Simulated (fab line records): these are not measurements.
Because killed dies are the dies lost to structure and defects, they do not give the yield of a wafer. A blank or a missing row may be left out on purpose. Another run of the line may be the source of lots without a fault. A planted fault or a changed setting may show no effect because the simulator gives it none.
Chamber matching ; flow nand-harc ; 3 sister chambers for NHARC_A_STAIRCASE_DEP_301 on pecvd-04
The step deposits SiON, target thk 30 nm. 6 wafers are shown with their chamber, then 12 later ones without.

== EACH WAFER AND ITS CHAMBER ==
wafer;chamber;heater-power-w (W)
L091.1;1;745
L091.4;2;587
L091.6;0;692
L093.3;0;712
L093.4;1;694
L093.6;2;686

== WAFERS WITH NO CHAMBER GIVEN ==
wafer;heater-power-w (W)
L094.2;741
L094.5;756
L094.6;670
L094.1;661
L094.3;632
L094.4;653
L096.1;649
L096.2;815
L096.5;801
L097.2;664
L097.3;659
L097.5;733

== THE CHAMBER EACH PASSED THROUGH ==
wafer;from the rows above;in truth
L094.2;can't be placed: 1 or 0 or 2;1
L094.5;can't be placed: 1 or 0 or 2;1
L094.6;can't be placed: 0 or 2 or 1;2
L094.1;can't be placed: 2 or 0 or 1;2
L094.3;can't be placed: 2 or 0 or 1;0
L094.4;can't be placed: 2 or 0 or 1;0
L096.1;can't be placed: 2 or 0 or 1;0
L096.2;can't be placed: 1 or 0 or 2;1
L096.5;can't be placed: 1 or 0 or 2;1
L097.2;can't be placed: 2 or 0 or 1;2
L097.3;can't be placed: 2 or 0 or 1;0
L097.5;can't be placed: 1 or 0 or 2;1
Correct placement for 0 of the 12. From these rows, 12 cannot be placed; in 12 the true chamber is one of the candidates. Placed wrongly: 0.
How it was worked out, from the rows above alone: a wafer's distance from a chamber is the root of the sum, over the readings, of the square of ((its reading less the chamber's mean) divided by the reading's scatter). The wafer belongs to the nearest chamber; if the next one is less than 2 further off, it can't be placed. Each chamber's mean is taken over the wafers shown for it. The scatter is the square root of a quotient: the sum, over the shown wafers, of each reading's squared deviation from its chamber's mean, divided by wafers minus chambers.
